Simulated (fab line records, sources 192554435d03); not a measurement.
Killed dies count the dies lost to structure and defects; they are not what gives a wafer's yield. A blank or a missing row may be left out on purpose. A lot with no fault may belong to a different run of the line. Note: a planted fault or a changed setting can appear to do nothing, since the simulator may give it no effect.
The tool behind it: which one? | flow n5_finfet | 25 wafers from 9 lots sampled at 5 of the route's 1938 steps

== WHAT THE GAUGES SHOWED, per wafer ==
N5_BEOL_M4_RC_MEAS_101.
lot  | measured     | on        | DIBL_N (mV/V)
L101 | day 9 11:25  | prober-01 | 34.4 33.5 34.8
L104 | day 9 19:14  | prober-02 | 38.7 37.0
L106 | day 10 17:08 | prober-02 | 37.6 38.4
L110 | day 11 11:07 | prober-01 | 37.8 34.9 35.2
L111 | day 11 21:34 | prober-01 | 38.9 38.0 41.7
L114 | day 12 18:08 | prober-01 | 36.4 36.7 36.3
L115 | day 12 18:44 | prober-02 | 35.6 36.3 34.5
L121 | day 14 17:02 | prober-01 | 36.4 37.4 35.7
L123 | day 15 10:07 | prober-01 | 33.6 31.6 30.2

== TOOL THAT RAN EACH LOT (tool first, then ch and the chambers of the sampled wafers, then the start) ==
lot  | N5_HKMG_FIN_ALD_79                 | N5_HKMG_FIN_ETCH_32               | N5_HKMG_FIN_ETCH_35               | N5_HKMG_FIN_ETCH_86
L101 | ald_metal-01 ch 1,2, day 4 12:26   | rie_diel-04 ch 2,3, day 4 14:41   | rie_diel-04 ch 2,3, day 4 14:54   | rie_diel-04 ch 1,3, day 4 15:55
L104 | ald_metal-01 ch 0,1, day 5 01:56   | rie_diel-03 ch 1,2, day 5 03:54   | rie_diel-03 ch 1,2, day 5 04:07   | rie_diel-03 ch 0,1, day 5 05:09
L106 | ald_metal-01 ch 1,2, day 5 12:40   | rie_diel-03 ch 1,3, day 5 15:15   | rie_diel-03 ch 1,3, day 5 15:28   | rie_diel-03 ch 0,1, day 5 16:31
L110 | ald_metal-02 ch 0,2,3, day 6 18:05 | rie_diel-03 ch 1,3, day 6 20:13   | rie_diel-03 ch 1,3, day 6 20:25   | rie_diel-03 ch 2,3, day 6 21:26
L111 | ald_metal-04 ch 0,1, day 6 19:34   | rie_diel-03 ch 1,3, day 6 21:44   | rie_diel-03 ch 1,3, day 6 21:56   | rie_diel-03 ch 2,3, day 6 22:59
L114 | ald_metal-02 ch 0,2, day 7 17:09   | rie_diel-05 ch 0,1,2, day 7 20:02 | rie_diel-05 ch 0,1,2, day 7 20:14 | rie_diel-05 ch 0,1,3, day 7 21:17
L115 | ald_metal-01 ch 0,1,3, day 8 01:36 | rie_diel-05 ch 1,2, day 8 03:46   | rie_diel-05 ch 1,2, day 8 03:59   | rie_diel-04 ch 0,1,2, day 8 05:00
L121 | ald_metal-01 ch 0,1,3, day 9 07:59 | rie_diel-05 ch 0,1,3, day 9 09:57 | rie_diel-05 ch 0,1,3, day 9 10:10 | rie_diel-03 ch 0,2,3, day 9 11:11
L123 | ald_metal-02 ch 0,1,3, day 9 20:03 | rie_diel-04 ch 0,1, day 9 22:16   | rie_diel-04 ch 0,1, day 9 22:28   | rie_diel-05 ch 1,2,3, day 9 23:29
- N5_HKMG_FIN_ALD_79: deposits TiN, target thk 1.5 nm, pulse time 1 s, purge time 3 s.
- N5_HKMG_FIN_ETCH_32: etches SOC in N2/H2, target depth 240 nm, time 300 s.
- N5_HKMG_FIN_ETCH_35: etches SOC in N2/H2, target depth 215.8 nm, time 243.4 s.
- N5_HKMG_FIN_ETCH_86: etches SOC in N2/H2, stops on TiN, target depth 393.2 nm.

== THE ANSWER, worked out from the rows above alone ==
Rule: usual is defined by the lots themselves. The widest of any qualifying gaps counts: lots, ordered by their means at a reading, are off when they make up no more than a third of the lots, leave a main group of 4 or more, and stand apart from it by 3 or more times the standard deviation of that group's means. Not used: any main group whose means are identical at the precision the tables above print for the reading. A lot without any number at a reading at which 4 lots or more have one is off too. Any other lot the step has rows for is counted as sound.
Across all readings shown, no lot is off: no conclusion can be drawn from this.

== WHAT HAD BEEN PUT IN BY THE SIMULATOR ==
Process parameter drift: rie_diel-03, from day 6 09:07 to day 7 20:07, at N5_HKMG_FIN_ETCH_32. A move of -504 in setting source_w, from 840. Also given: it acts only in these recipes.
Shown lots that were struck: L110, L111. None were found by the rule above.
